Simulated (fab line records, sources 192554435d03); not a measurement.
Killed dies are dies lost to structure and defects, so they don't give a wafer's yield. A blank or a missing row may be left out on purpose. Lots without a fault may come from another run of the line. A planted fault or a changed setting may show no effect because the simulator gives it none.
fab line records | flow n5_finfet
record lots=5 wafers=15 last_day=17
route steps=1938 shown BEOL_M8@1390 BEOL_M9@1401
lots that met no fault: from a run of the same line without faults
start_h: hours from the record's first day to the start of the lot's first wafer shown | wait_h: hours since the lot's step before | " the same as in the row above | L1.1+2: a row that stands for several wafers | - no value, or no start given | * or withheld: withheld | < > ~ a bound
route shown NAME@n: a module of which the file shows steps, and the number in the route of the first | usual: mean/standard deviation of fault-free wafers | same: alike in all rows | chamber/n: place in a boat | sites: the reading at each site | _std_site: their standard deviation | _edge_site: outer sites' mean less inner sites' | radius_mm: how far each site lies from the wafer's centre | mask NAME#n: copy n | behind: the tool/chamber that last shaped the wafer | hold: why the lot was held/for how many hours/how that ended | device: the transistor (n, p or np) that didn't switch | end of line: the same wafers' tests at the end of the route | a step without rows: its recipe alone | killed: dies lost to structure and defects at the first sort, not the wafer's yield | map: a wafer's dies, x killed, . not, _ none there
set.NAME: the setting as run; set.NAME@STEP: as run at that earlier step | model.NAME: the simulator's own value behind a step, which no gauge read
lots at some steps of the route; a table a step, a row a wafer
services: from which hour (start_h, from the record's first day; less than 0 if before it) a tool's chamber was out of use, for how many hours, and why
## steps
# step N5_BEOL_M8_SURFACE_TREAT_79
# recipe gas=Ar time_s=* ion_energy_ev=* ion_current_ma_cm2=0.5 pressure_mtorr=* ar_flow_sccm=30
# step N5_BEOL_M8_CVD_78
# recipe material=Co target_thk_a=20 temp_c=withheld precursor=CCTBA/H2 pressure_torr=30 time_s=142.3
# step N5_BEOL_M8_SPUTTER_48
# recipe material=Cu target_thk_a=100 temp_c=-20 bias_v=60 power_w=26000 chamber_pressure_pa=0.13 time_s=1.667
# step N5_BEOL_M8_ECD_50
# recipe material=Cu target_thk_a=3000
# step N5_BEOL_M8_ANNEAL_51
# recipe temp_c=225 time_s=90 ambient=N2
# step N5_BEOL_M8_CMP_52
# recipe stop_on=SiCOH_lowk t_overpolish_s=6.9 down_force_psi=1 platen_rpm=50 clearing_platen_down_force_psi=1.5 clearing_platen_rpm=50 post_cmp_clean=cu_alkaline target_thk_nm=80 clearing_platen_pad_velocity_m_s=0.99484 pad_velocity_m_s=0.99484
# step N5_BEOL_M8_PRE_CLEAN_55
# recipe gas=NH3 time_s=15 temp_c=withheld rf_power_w=300
# step N5_BEOL_M8_DEP_56
# recipe material=SiCN target_thk_a=100 temp_c=withheld precursor=3MS/NH3 pressure_torr=3 rf_w=202 time_s=17.5
# step N5_BEOL_M9_ILD_DEP_00
# recipe material=SiCOH_lowk target_thk_a=3085.1 temp_c=300 precursor=DEMS/porogen pressure_torr=5 rf_w=500 time_s=58
# step N5_BEOL_M9_CURE_71
# recipe temp_c=385 time_s=240 ambient=He/Ar material=SiCOH_lowk
# usual lamp_power_pct=52.32/0.054 run_length_s=286.3/1.2 wafer_temp_C_max=386.8/0.57
# columns lot.wafer tool chamber start_h wait_h lamp_power_pct run_length_s wafer_temp_C_max model.SiCOH_lowk_of_BEOL_M9_ILD_DEP_00.thk_nm
L383.1 uv_cure-01 1 206.67 0.0 52.28 285.1 386.9 268.2
L383.3 " 1 " " 52.42 285.0 387.0 267
L383.4 " 1 " " 52.35 284.8 386.9 273.6
L395.3 uv_cure-01 2 276.53 0.2 - - - 309.6
L395.5 " 2 " " - - - 310.8
L395.6 " 2 " " - - - 308
L396.1 uv_cure-03 2 284.55 0.0 - - - 307.8
L396.3 " 2 " " - - - 307
L396.4 " 2 " " - - - 308.8
L397.1 uv_cure-03 2 290.66 0.4 - - - 306.2
L397.4 " 2 " " - - - 310.8
L397.6 " 2 " " - - - 309.6
L406.2 uv_cure-01 0 342.78 0.4 52.36 286.4 386.7 261.6
L406.3 " 0 " " 52.33 286.8 386.1 263.6
L406.6 " 0 " " 52.35 286.3 386.8 269.4
# step N5_BEOL_M9_THK_MEAS_01
# recipe reads=SiCOH_lowk_of_BEOL_M9_ILD_DEP_00
# usual M9_ILD_THK=267/3.3
# columns lot.wafer tool chamber start_h wait_h M9_ILD_THK[nm]
L383.1 film_metro-01 - 207.18 0.4 268
L383.3 " - " " 267
L383.4 " - " " 273
L395.3 film_metro-01 - 276.89 0.3 310
L395.5 " - " " 311
L395.6 " - " " 308
L396.1 film_metro-01 - 285.06 0.4 308
L396.3 " - " " 307
L396.4 " - " " 309
L397.1 film_metro-01 - 291.17 0.4 306
L397.4 " - " " 311
L397.6 " - " " 310
L406.2 film_metro-02 - 343.21 0.4 261
L406.3 " - " " 264
L406.6 " - " " 269
# step N5_BEOL_M9_PECVD_70
# recipe material=SiO2 target_thk_a=200 temp_c=400 precursor=TEOS/O2 pressure_torr=5.5 rf_w=450 teos_flow_sccm=53.8 gas=O2 flow_sccm=3000 time_s=22.7
# step N5_BEOL_M9_HM_DEP_02
# recipe material=TiN target_thk_a=200 temp_c=25 chamber_pressure_pa=0.49996
# step N5_BEOL_M9_COAT_59
# recipe resist=SOC temp_c=250 time_s=60 spin_rpm=1500 resist_thk_nm=100
# step N5_BEOL_M9_COAT_60
# recipe resist=SiARC temp_c=220 time_s=60 spin_rpm=1500 resist_thk_nm=30
# step N5_BEOL_M9_COAT_05
# recipe resist=CAR-ArF spin_rpm=1500 resist_thk_nm=90
# step N5_BEOL_M9_EBR_07
# recipe solvent=PGMEA ebr_width_mm=1.5
# step N5_BEOL_M9_SOFTBAKE_06
# recipe temp_c=110 time_s=60 resist=CAR-ArF
# step N5_BEOL_M9_EXPOSE_08
# recipe mask_id=M9 na=1.35 source_shape=dipole sigma_inner=0.411 sigma_outer=0.611 polarization=te dose_mj=53.75
# step N5_BEOL_M9_PEB_09
# recipe peb_temp_c=withheld peb_time_s=60 resist=CAR-ArF
# step N5_BEOL_M9_DEVELOP_10
# recipe develop_time_s=30 developer=TMAH resist=CAR-ArF rinse_liquid=diw dry=air_spin dev_temp_c=23
# step N5_BEOL_M9_DESCUM_16
# recipe chemistry=O2 time_s=7.9 source_power_w=50 bias_power_w=20 pressure_mtorr=20 rf_frequency_hz=2.712e+07 temp_c=40 resist=CAR-ArF o2_flow_sccm=225
# step N5_BEOL_M9_ETCH_61
# recipe chemistry=CF4 target=SiARC target_depth_a=390 mask_material=CAR-ArF time_s=65 ion_energy_ev=80 pressure_mtorr=40 source_w=545 bias_w=36 Ar_flow_sccm=100 cf4_flow_sccm=100 ends=cleared
# step N5_BEOL_M9_ETCH_62
# recipe chemistry=N2/H2 target=SOC target_depth_a=1100 overetch_a=220 mask_material=SiARC temp_c=40 time_s=165 ion_energy_ev=200 pressure_mtorr=30 source_w=840 bias_w=150 n2_flow_sccm=200 h2_flow_sccm=200
# step N5_BEOL_M9_STRIP_68
# recipe chemistry=N2/H2 temp_c=40 n2_flow_sccm=200 h2_flow_sccm=200 rf_frequency_hz=6e+07
# step N5_BEOL_M9_STRIP_67
# recipe chemistry=CF4 resist=SiARC power_w=300 bias_power_w=75 pressure_mtorr=50 cf4_flow_sccm=150 rf_frequency_hz=6e+07
# step N5_BEOL_M9_HM_OPEN_17
# recipe chemistry=Cl2/BCl3 target_depth_a=200 overetch_a=60 target=TiN mask_material=SOC ion_energy_ev=150 pressure_mtorr=10 icp_w=1000 bias_w=126 Cl2_flow_sccm=53.25 bcl3_flow_sccm=21.75 Ar_flow_sccm=25
# step N5_BEOL_M9_STRIP_19
# recipe chemistry=O2 power_w=400 temp_c=40 pressure_mtorr=30 rf_frequency_hz=6e+07 bias_power_w=0 overash_fraction=0.2 o2_flow_sccm=225
# step N5_BEOL_M9_COAT_63
# recipe resist=SOC temp_c=250 time_s=60 spin_rpm=1500 resist_thk_nm=60
# step N5_BEOL_M9_COAT_64
# recipe resist=SiARC temp_c=220 time_s=60 spin_rpm=1500 resist_thk_nm=12
# step N5_BEOL_M9_COAT_75
# recipe resist=underlayer temp_c=205 time_s=60 spin_rpm=1500 resist_thk_nm=5
# step N5_BEOL_M9_COAT_22
# recipe resist=CAR-EUV spin_rpm=1500 resist_thk_nm=30
# step N5_BEOL_M9_EBR_24
# recipe solvent=PGMEA ebr_width_mm=1.5
# step N5_BEOL_M9_SOFTBAKE_23
# recipe temp_c=110 time_s=60 resist=CAR-EUV
# step N5_BEOL_M9_EXPOSE_25
# recipe mask_id=V8 na=0.33 source_shape=annular sigma_inner=0.4 sigma_outer=0.8 polarization=unpolarized dose_mj=37.25
# step N5_BEOL_M9_CMP_52
# recipe stop_on=SiCOH_lowk t_overpolish_s=7 down_force_psi=1 platen_rpm=50 clearing_platen_down_force_psi=1.5 clearing_platen_rpm=50 post_cmp_clean=cu_alkaline target_thk_nm=140 clearing_platen_pad_velocity_m_s=0.99484 pad_velocity_m_s=0.99484
# usual edge_zone_pressure_frac=1.000/0.005 head_pressure_psi=1.0000/0.0024 motor_current_A=5.9/0.44 platen_rpm=49.999/0.028
# columns lot.wafer tool chamber start_h wait_h edge_zone_pressure_frac head_pressure_psi motor_current_A platen_rpm model.SiCOH_lowk_of_BEOL_M9_ILD_DEP_00.thk_nm
L383.4 cmp-01 1 215.87 0.1 1.007 1.0024 5.7 50.015 270.6
L383.1 " 3 " " 0.999 1.0027 6.0 49.981 265.2
L383.3 " 0 " " 0.996 0.9948 6.3 49.977 264
L395.3 cmp-02 1 282.95 0.2 0.989 1.0000 5.8 49.977 306.6
L395.5 " 0 " " 0.999 1.0032 5.7 49.998 307.8
L395.6 " 1 " " 0.991 0.9998 5.9 49.969 305
L396.1 cmp-03 2 289.49 0.3 1.004 0.9983 5.8 49.976 304.8
L396.4 " 3 " " 0.997 0.9989 6.4 50.001 305.8
L396.3 " 0 " " 0.997 1.0046 5.4 50.036 304
L397.4 cmp-01 2 298.94 0.2 1.000 1.0037 5.2 50.027 307.8
L397.1 " 0 " " 0.996 0.9967 6.5 49.978 303.2
L397.6 " 1 " " 0.998 0.9978 6.0 50.011 306.6
L406.2 cmp-02 3 351.17 0.2 1.005 0.9987 6.4 50.003 258.6
L406.3 " 2 " " 0.999 0.9950 5.7 50.037 260.6
L406.6 " 0 " " 1.000 0.9986 6.0 49.972 266.4
## services
# columns tool chamber start_h hours kind
cmp-03 - 188.55 3.8 pm
uv_cure-03 - 193.95 7.5 pm
uv_cure-01 - 226.66 10.1 repair
cmp-02 - 238.64 4.0 pm
cmp-03 - 240.49 0.4 repair
cmp-02 - 242.64 - consumable_replace:conditioner
cmp-02 - 242.64 - consumable_replace:pad
cmp-03 - 281.07 4.0 pm
cmp-03 - 285.07 - consumable_replace:conditioner
cmp-03 - 285.07 - consumable_replace:pad
cmp-01 - 304.58 3.6 pm
cmp-01 - 308.18 7.7 pm
cmp-02 - 310.75 10.9 pm
uv_cure-03 - 328.21 14.1 repair
## key
first_sign step=N5_BEOL_M9_CURE_71 reading=tool_record direction=missing
effect step=N5_BEOL_M9_THK_MEAS_01 reading=M9_ILD_THK direction=up sigmas=13 usual=267 struck=309
model_effect step=N5_BEOL_M9_CURE_71 value=SiCOH_lowk_of_BEOL_M9_ILD_DEP_00.thk_nm without=268.2 struck=308.7
model_effect step=N5_BEOL_M9_CMP_52 value=SiCOH_lowk_of_BEOL_M9_ILD_DEP_00.thk_nm without=265.2 struck=305.7
met_at N5_BEOL_M9_CURE_71
struck_wafers L395.3,L395.5,L395.6,L396.1,L396.3,L396.4,L397.1,L397.4,L397.6
onset_between 206.67 276.53
fault kind=skipped_step_whole tool=uv_cure-01,uv_cure-03 chamber=- onset_h=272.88 steps=N5_BEOL_M9_CURE_71 scope=struck_lots_only
